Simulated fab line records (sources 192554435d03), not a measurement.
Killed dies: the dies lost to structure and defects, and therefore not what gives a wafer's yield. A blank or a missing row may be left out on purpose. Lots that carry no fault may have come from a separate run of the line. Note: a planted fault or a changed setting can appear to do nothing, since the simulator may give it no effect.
Which tool did it?	flow n5_finfet	9 lots, 26 wafers sampled, at 6 steps of a route of 1938

WHAT EACH GAUGE READ, for each wafer
N5_BEOL_M0_CUTY_OVL_MEAS_58. Usual: M0_ABLK_OVL typically reads 0.3 nm, with standard deviation 0.63.
lot	measured	on	M0_ABLK_OVL (nm)	flag
L761	day 6 12:42	overlay-02	0.9 1.4 0.4	
L762	day 6 21:02	overlay-02	0.7 -0.3 0.3	
L768	day 8 05:26	overlay-02	0.4 0.5 0.2	
L772	day 9 06:03	overlay-02	-0.3 0.1 -0.1	
L773	day 9 14:18	overlay-01	0.2 0.1 1.4	
L774	day 9 22:57	overlay-02	-0.5 0.4	
L777	day 10 13:40	overlay-02	1.2 0.9 0.9	
L780	day 11 11:19	overlay-02	-0.8 -1.0 -0.3	
L781	day 11 12:17	overlay-02	-0.7 1.3 0.1	

N5_BEOL_M0_CUTY_INSPECT_59: inspects for defects (macro). Usual: raw_defect_count reads 2.2 (standard deviation 1.4).
lot	measured	on	raw_defect_count	flag
L761	day 6 12:43	defect_inspect-02	1 1 1	
L762	day 6 21:03	defect_inspect-02	3 2 2	
L768	day 8 05:28	defect_inspect-01	>300 >300 292	OFF
L772	day 9 06:04	defect_inspect-02	>300 >300 >300	OFF
L773	day 9 14:19	defect_inspect-02	>300 >300 >300	OFF
L774	day 9 22:58	defect_inspect-02	2 1	
L777	day 10 13:41	defect_inspect-02	2 2 5	
L780	day 11 11:20	defect_inspect-02	2 4 2	
L781	day 11 12:18	defect_inspect-01	0 1 2	

N5_BEOL_M4_RC_MEAS_101. Usual: DIBL_N 36.6 mV/V, standard deviation 2.1; DIBL_P 36.3 mV/V, standard deviation 2.2; IOFF_N 0.16 nA/um, standard deviation 0.036; IOFF_P 0.21 nA/um, standard deviation 0.038; ION_N 671 uA/um, standard deviation 12; ION_P 460 uA/um, standard deviation 7.5; SS_N 71.8 mV/dec, standard deviation 0.72; SS_P 73.3 mV/dec, standard deviation 0.72; VT_N 250 mV, standard deviation 3.2; VT_P -250 mV, standard deviation 3.5.
lot	measured	on	DIBL_N (mV/V)	DIBL_P (mV/V)	IOFF_N (nA/um)	IOFF_P (nA/um)	ION_N (uA/um)	ION_P (uA/um)	SS_N (mV/dec)	SS_P (mV/dec)	VT_N (mV)	VT_P (mV)	flag
L761	day 8 13:08	prober-01	36.6 34.7 35.2	35.8 33.8 33.3	0.18 0.14 0.14	0.21 0.18 0.17	674 670 664	458 463 452	71.9 71.7 71.7	73.5 73.2 72.9	249 250 251	-251 -254 -253	
L762	day 8 17:33	prober-01	39.1 34.7 33.8	39.6 33.7 33.0	0.20 0.13 0.11	0.25 0.17 0.15	683 654 656	458 451 454	72.3 71.3 70.9	74.0 72.3 72.3	249 252 252	-247 -252 -255	
L768	day 10 07:31	prober-01	32.1 36.3 36.9	31.7 35.6 36.6	0.12 0.18 0.18	0.17 0.24 0.25	668 686 673	470 471 465	69.9 72.0 72.1	72.2 73.1 73.4	253 248 248	-250 -247 -246	
L772	day 11 03:21	prober-01	34.3 35.9 36.2	34.3 36.8 37.5	0.13 0.16 0.17	0.17 0.21 0.22	644 667 673	444 463 458	72.1 71.9 72.4	73.3 72.9 73.7	256 250 246	-256 -252 -251	
L773	day 11 07:45	prober-02	36.7 36.1 38.2	37.9 37.2 38.9	0.18 0.16 0.19	0.20 0.19 0.22	693 675 673	467 455 460	71.2 70.8 72.4	73.5 73.3 73.5	249 250 251	-253 -253 -248	
L774	day 12 03:55	prober-01	34.9 40.3	32.9 40.3	0.12 0.23	0.14 0.26	655 696	446 465	71.3 72.1	72.5 75.3	257 245	-259 -249	
L777	day 12 15:39	prober-01	37.1 36.6 35.7	38.6 35.5 35.3	0.14 0.13 0.12	0.21 0.16 0.16	657 653 648	457 443 447	71.7 71.6 71.1	74.2 73.5 72.5	252 254 255	-251 -257 -254	
L780	day 13 11:47	prober-01	36.2 36.7 34.0	34.9 35.4 31.1	0.14 0.14 0.10	0.17 0.19 0.13	672 673 659	461 463 451	71.9 71.5 70.7	72.5 73.0 71.5	251 250 254	-255 -253 -258	
L781	day 13 12:16	prober-02	35.4 36.7 36.5	34.1 37.2 36.3	0.15 0.17 0.16	0.20 0.27 0.23	671 686 678	462 478 467	70.7 71.8 71.5	73.4 73.5 74.0	250 247 249	-248 -245 -246	

EACH LOT AND THE TOOL THAT RAN IT (in order: tool; ch and the chambers of the sampled wafers; start)
lot	N5_BEOL_M0_SAQP_ETCH_73	N5_BEOL_M0_SAQP_ALD_48	N5_BEOL_M0_STRIP_104
L761	rie_diel-03 ch 0,3, day 6 11:25	ald_sin-02 ch 0,1,3, day 6 11:39	rie_diel-01 ch 0,2, day 6 14:56
L762	rie_diel-03 ch 0,3, day 6 19:27	ald_sin-03 ch 1,2,3, day 6 19:53	rie_diel-02 ch 0,2, day 6 21:42
L768	rie_diel-03 ch 0,1,3, day 8 04:10	ald_sin-03 ch 0,2,3, day 8 04:23	rie_diel-02 ch 1,2,3, day 8 07:16
L772	rie_diel-03 ch 1,2, day 9 04:38	ald_sin-03 ch 1, day 9 04:52	rie_diel-02 ch 2,3, day 9 06:42
L773	rie_diel-03 ch 1,2, day 9 13:08	ald_sin-03 ch 0,3, day 9 13:22	rie_diel-01 ch 1,3, day 9 15:20
L774	rie_diel-05 ch 0,1, day 9 21:29	ald_sin-03 ch 0,3, day 9 21:56	rie_diel-04 ch 0,1, day 10 01:39
L777	rie_diel-05 ch 0,1, day 10 12:28	ald_sin-01 ch 0,2,3, day 10 12:44	rie_diel-04 ch 0,3, day 10 16:49
L780	rie_diel-05 ch 0,1,2, day 11 10:02	ald_sin-01 ch 0,1,3, day 11 10:16	rie_diel-02 ch 0,1,3, day 11 13:23
L781	rie_diel-06 ch 1,2,3, day 11 10:59	ald_sin-02 ch 0,2,3, day 11 11:13	rie_diel-01 ch 1,2,3, day 11 19:02
- N5_BEOL_M0_SAQP_ETCH_73: etches SiARC in CF4, target depth 19.5 nm, time 32.5 s.
- N5_BEOL_M0_SAQP_ALD_48: deposits SiO2, target thk 20 nm, pulse time 1 s, co reactant pulse time 1 s.
- N5_BEOL_M0_STRIP_104: strips in N2/H2.

AS READ BY THE TOOLS THEMSELVES (means over the sampled wafers that have a number; for cases with no such wafer, the mark the record gives instead)
N5_BEOL_M0_SAQP_ETCH_73. Usual: drypump_motor_current_A is 5.7 A with standard deviation 0.33, etch_rf_on_time_s is 32.1 s with standard deviation 0.92, mfc_ar_sccm is 100.0 sccm with standard deviation 0.33, oes_product_au is 0.66 a.u. with standard deviation 0.062, rf_vpp_V is 184.0 V with standard deviation 1.2, showerhead_plenum_p_Torr is 2.14 Torr with standard deviation 0.068, and throttle_valve_pct is 15.70 % with standard deviation 0.18.
lot	tool	drypump_motor_current_A (A)	etch_rf_on_time_s (s)	mfc_ar_sccm (sccm)	oes_product_au (a.u.)	rf_vpp_V (V)	showerhead_plenum_p_Torr (Torr)	throttle_valve_pct (%)	flag
L761	rie_diel-03	5.3	32.5	100.1	0.64	184.5	2.14	15.70	
L762	rie_diel-03	5.3	32.0	100.0	0.64	183.6	2.14	15.70	
L768	rie_diel-03	5.6	32.0	100.0	0.62	183.6	2.11	15.78	
L772	rie_diel-03	6.0	31.3	99.8	0.67	183.4	2.13	15.71	
L773	rie_diel-03	5.8	32.4	99.5	0.72	184.4	2.20	15.58	
L774	rie_diel-05	5.8	31.4	99.8	0.65	183.4	2.10	15.67	
L777	rie_diel-05	5.8	31.5	100.0	0.64	183.6	2.09	15.77	
L780	rie_diel-05	5.7	31.1	100.0	0.67	184.0	2.12	15.62	
L781	rie_diel-06	5.7	33.4	100.0	0.64	184.3	2.17	15.72	

N5_BEOL_M0_SAQP_ALD_48. Usual: heater_power_w 74 W, standard deviation 9.1; precursor_pulse_height_rel 1.001, standard deviation 0.019.
lot	tool	heater_power_w (W)	precursor_pulse_height_rel	flag
L761	ald_sin-02	74	1.008	
L762	ald_sin-03	76	1.021	
L768	ald_sin-03	72	1.025	
L772	ald_sin-03	81	1.011	
L773	ald_sin-03	70	0.992	
L774	ald_sin-03	70	1.009	
L777	ald_sin-01	75	0.987	
L780	ald_sin-01	67	1.001	
L781	ald_sin-02	76	1.010	

N5_BEOL_M0_STRIP_104. Usual: drypump_motor_current_A 5.9 A, standard deviation 0.36; h2_flow_sccm 200.0 sccm, standard deviation 0.61; oes_product_au 0.79 a.u., standard deviation 0.094; rf_vpp_V 59.0 V, standard deviation 1.6; showerhead_plenum_p_Torr 2.55 Torr, standard deviation 0.067; throttle_valve_pct 23.7 %, standard deviation 0.35.
lot	tool	drypump_motor_current_A (A)	h2_flow_sccm (sccm)	oes_product_au (a.u.)	rf_vpp_V (V)	showerhead_plenum_p_Torr (Torr)	throttle_valve_pct (%)	flag
L761	rie_diel-01	6.3	200.1	0.70	58.3	2.53	23.5	
L762	rie_diel-02	5.9	200.0	0.79	60.0	2.55	23.8	
L768	rie_diel-02	6.0	199.8	0.79	60.6	2.58	23.4	
L772	rie_diel-02	5.7	200.4	0.72	58.8	2.59	23.4	
L773	rie_diel-01	5.7	199.7	0.84	59.8	2.58	24.1	
L774	rie_diel-04	6.2	199.9	0.84	57.4	2.52	23.4	
L777	rie_diel-04	5.6	199.7	0.82	58.1	2.56	23.5	
L780	rie_diel-02	5.9	199.7	0.75	60.5	2.57	23.7	
L781	rie_diel-01	6.0	200.1	0.85	58.4	2.58	23.7	

THE ANSWER, worked out from the rows above alone
Rule: a lot counts as off when the mean over its wafers that have a number is more than 3 standard deviations away from the usual mean. Also off: a lot with no number at a reading for which 4 or more lots have one. Where the step has rows for the other lots, those lots are counted as sound. After the gauges, taken in route order, come the tools' own readings; for these a lot's mean is taken, as printed above. The first step at which some lot is off is used, and at that step the reading that is off furthest; a lot without a number counts as furthest.
Off: L768, L772, L773 (N5_BEOL_M0_CUTY_INSPECT_59, raw_defect_count). Without a number there: L772, L773.
If a tool, at a process step before that reading, ran all the lots that are off and no sound lot after the first of them, it fits. The gauges at N5_BEOL_M0_CUTY_INSPECT_59 are tried like those tools. One fits: rie_diel-03 at N5_BEOL_M0_SAQP_ETCH_73. A fault onset in the window from L762 (day 6 19:27, its last sound lot) to L768 (day 8 04:10, its first lot off) fits.

WHAT HAD BEEN PUT IN BY THE SIMULATOR
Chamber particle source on rie_diel-03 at N5_BEOL_M0_SAQP_ETCH_73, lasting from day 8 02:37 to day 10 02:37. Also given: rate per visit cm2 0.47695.
Struck lots among those shown: L768, L772, L773. The same result came from the rule above.
